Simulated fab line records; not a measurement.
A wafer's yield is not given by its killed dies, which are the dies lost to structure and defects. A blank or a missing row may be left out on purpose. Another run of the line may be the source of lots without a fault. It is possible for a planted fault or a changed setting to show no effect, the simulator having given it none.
What tool caused it? | flow nandHarc | 24 lots with 72 wafers sampled at 2 steps, on a route of 1159 steps

## WHAT THE GAUGES READ, wafer by wafer
NHARC_P_ZERO_WELL_CD_MEAS_37: the cd target is 720 nm.
lot  | measured    | on       | cdNm (nm)
L074 | day 1 15:53 | cdSem-01 | 717.2 715.2 716.9
L075 | day 1 22:15 | cdSem-01 | 719.8 722.0 722.3
L076 | day 2 04:20 | cdSem-01 | 719.8 718.5 717.1
L077 | day 2 10:06 | cdSem-03 | 717.6 719.8 719.8
L078 | day 2 16:00 | cdSem-03 | 722.4 719.7 717.5
L079 | day 2 21:58 | cdSem-03 | 713.6 716.3 715.1
L080 | day 3 04:16 | cdSem-01 | 719.2 721.0 718.9
L081 | day 3 10:07 | cdSem-01 | 723.6 721.6 723.5
L082 | day 3 16:17 | cdSem-01 | 718.8 719.6 720.3
L083 | day 3 22:14 | cdSem-01 | 720.5 717.6 718.9
L084 | day 4 04:15 | cdSem-03 | 719.9 716.9 720.2
L085 | day 4 10:07 | cdSem-03 | 717.9 717.3 718.9
L086 | day 4 15:59 | cdSem-03 | 719.1 722.3 720.6
L087 | day 4 21:59 | cdSem-02 | 716.1 718.1 715.9
L088 | day 5 04:07 | cdSem-02 | 717.5 718.0 720.3
L089 | day 5 10:10 | cdSem-03 | 719.1 716.0 719.9
L090 | day 5 15:59 | cdSem-03 | 719.3 720.7 718.2
L091 | day 5 22:17 | cdSem-03 | 716.0 717.1 719.3
L092 | day 6 04:38 | cdSem-01 | 718.6 718.1 716.1
L093 | day 6 09:59 | cdSem-01 | 715.7 715.5 719.9
L094 | day 6 16:17 | cdSem-03 | 722.9 721.3 720.5
L095 | day 6 22:13 | cdSem-01 | 719.9 716.8 718.0
L096 | day 7 04:00 | cdSem-02 | 721.1 720.0 721.7
L097 | day 7 09:58 | cdSem-03 | 716.7 718.9 717.4

## TOOL THAT RAN EACH LOT (tool first, then ch and the chambers of the sampled wafers, then the start)
lot  | NHARC_P_ZERO_WELL_DESCUM_26
L074 | rieDiel-13 ch 0,1, day 1 14:31
L075 | rieDiel-01 ch 1,3, day 1 20:46
L076 | rieDiel-13 ch 0,2,3, day 2 02:51
L077 | rieDiel-13 ch 1,3, day 2 08:38
L078 | rieDiel-01 ch 0,1,2, day 2 14:39
L079 | rieDiel-01 ch 1,2, day 2 20:37
L080 | rieDiel-01 ch 1,2, day 3 02:47
L081 | rieDiel-11 ch 2,3, day 3 08:46
L082 | rieDiel-01 ch 2,3, day 3 14:48
L083 | rieDiel-13 ch 1,2,3, day 3 20:46
L084 | rieDiel-01 ch 0,3, day 4 02:44
L085 | rieDiel-01 ch 0,1,3, day 4 08:38
L086 | rieDiel-01 ch 1,2,3, day 4 14:38
L087 | rieDiel-11 ch 0,3, day 4 20:38
L088 | rieDiel-13 ch 0,2,3, day 5 02:38
L089 | rieDiel-11 ch 1,2,3, day 5 08:39
L090 | rieDiel-11 ch 0,1,2, day 5 14:38
L091 | rieDiel-11 ch 0,2,3, day 5 20:46
L092 | rieDiel-01 ch 0,3, day 6 03:17
L093 | rieDiel-13 ch 0,1, day 6 08:31
L094 | rieDiel-11 ch 1,3, day 6 14:48
L095 | rieDiel-13 ch 0,1,2, day 6 20:46
L096 | rieDiel-11 ch 1,2, day 7 02:37
L097 | rieDiel-11 ch 0,1,2, day 7 08:37
- NHARC_P_ZERO_WELL_DESCUM_26: chemistry O2, time 3 s.

## AS READ BY THE TOOLS THEMSELVES (means over the sampled wafers that have a number; for cases with no such wafer, the mark the record gives instead)
NHARC_P_ZERO_WELL_DESCUM_26.
lot  | tool       | drypumpMotorCurrentA (A) | o2FlowSccm (sccm) | oesProductAu (a.u.) | rfVppV (V) | showerheadPlenumPTorr (Torr) | throttleValvePct (%)
L074 | rieDiel-13 | 5.5                      | 200.4             | 1.007               | 58.8       | 2.02                         | 11.311
L075 | rieDiel-01 | 5.0                      | 201.0             | 0.994               | 56.9       | 1.87                         | 11.315
L076 | rieDiel-13 | 5.3                      | 200.5             | 1.006               | 58.2       | 1.94                         | 11.302
L077 | rieDiel-13 | 5.7                      | 200.8             | 1.000               | 57.5       | 1.93                         | 11.311
L078 | rieDiel-01 | 5.2                      | 200.1             | 0.994               | 57.5       | 1.92                         | 11.311
L079 | rieDiel-01 | 5.1                      | 200.3             | 0.989               | 57.9       | 1.91                         | 11.303
L080 | rieDiel-01 | 5.1                      | 199.8             | 1.000               | 57.1       | 1.91                         | 11.312
L081 | rieDiel-11 | 5.7                      | 200.6             | 1.003               | 57.6       | 1.94                         | 11.306
L082 | rieDiel-01 | 5.4                      | 199.9             | 1.009               | 57.7       | 1.84                         | 11.300
L083 | rieDiel-13 | 5.5                      | 199.9             | 1.004               | 58.5       | 1.89                         | 11.312
L084 | rieDiel-01 | 5.2                      | 200.4             | 1.006               | 57.3       | 1.84                         | 11.297
L085 | rieDiel-01 | 5.0                      | 200.6             | 0.994               | 57.3       | 1.88                         | 11.308
L086 | rieDiel-01 | 5.3                      | 200.8             | 0.998               | 57.4       | 1.88                         | 11.307
L087 | rieDiel-11 | 5.4                      | 199.4             | 1.000               | 57.4       | 1.83                         | 11.305
L088 | rieDiel-13 | 5.3                      | 200.3             | 1.005               | 58.2       | 1.94                         | 11.318
L089 | rieDiel-11 | 5.4                      | 200.1             | 0.997               | 58.3       | 1.96                         | 11.315
L090 | rieDiel-11 | 5.4                      | 199.5             | 1.002               | 58.3       | 1.94                         | 11.315
L091 | rieDiel-11 | 5.6                      | 200.1             | 1.005               | 57.8       | 1.89                         | 11.317
L092 | rieDiel-01 | 5.1                      | 200.0             | 0.997               | 57.5       | 1.88                         | 11.303
L093 | rieDiel-13 | 5.5                      | 199.4             | 1.002               | 58.5       | 2.02                         | 11.310
L094 | rieDiel-11 | 5.2                      | 200.4             | 0.992               | 57.9       | 1.92                         | 11.313
L095 | rieDiel-13 | 5.4                      | 200.1             | 0.987               | 58.0       | 1.94                         | 11.311
L096 | rieDiel-11 | 5.5                      | 200.0             | 1.001               | 57.5       | 2.00                         | 11.311
L097 | rieDiel-11 | 5.3                      | 200.1             | 0.997               | 57.6       | 1.94                         | 11.310

## THE ANSWER, worked out from the rows above alone
Rule: the lots themselves supply what counts as usual. Put in order of their means at a reading, lots are off if they are a third of the lots or fewer, leave a main group of 4 or more, and stand apart from it by a gap of 3 or more times the standard deviation of the main group's means; of several such gaps the widest counts. The tables above print the reading to a certain number of digits; a main group whose means all agree to those digits is not used. A lot without any number at a reading at which 4 lots or more have one is off too. All remaining lots with rows at the step are treated as sound. The gauges are gone through in route order, then the tools' own readings, and for those a lot's mean is taken as printed above. The first step at which some lot is off is used, and at that step the reading that is off furthest; a lot without a number counts as furthest.
Nothing can be told from this: no lot is off at any reading shown.

## WHAT HAD BEEN PUT IN BY THE SIMULATOR
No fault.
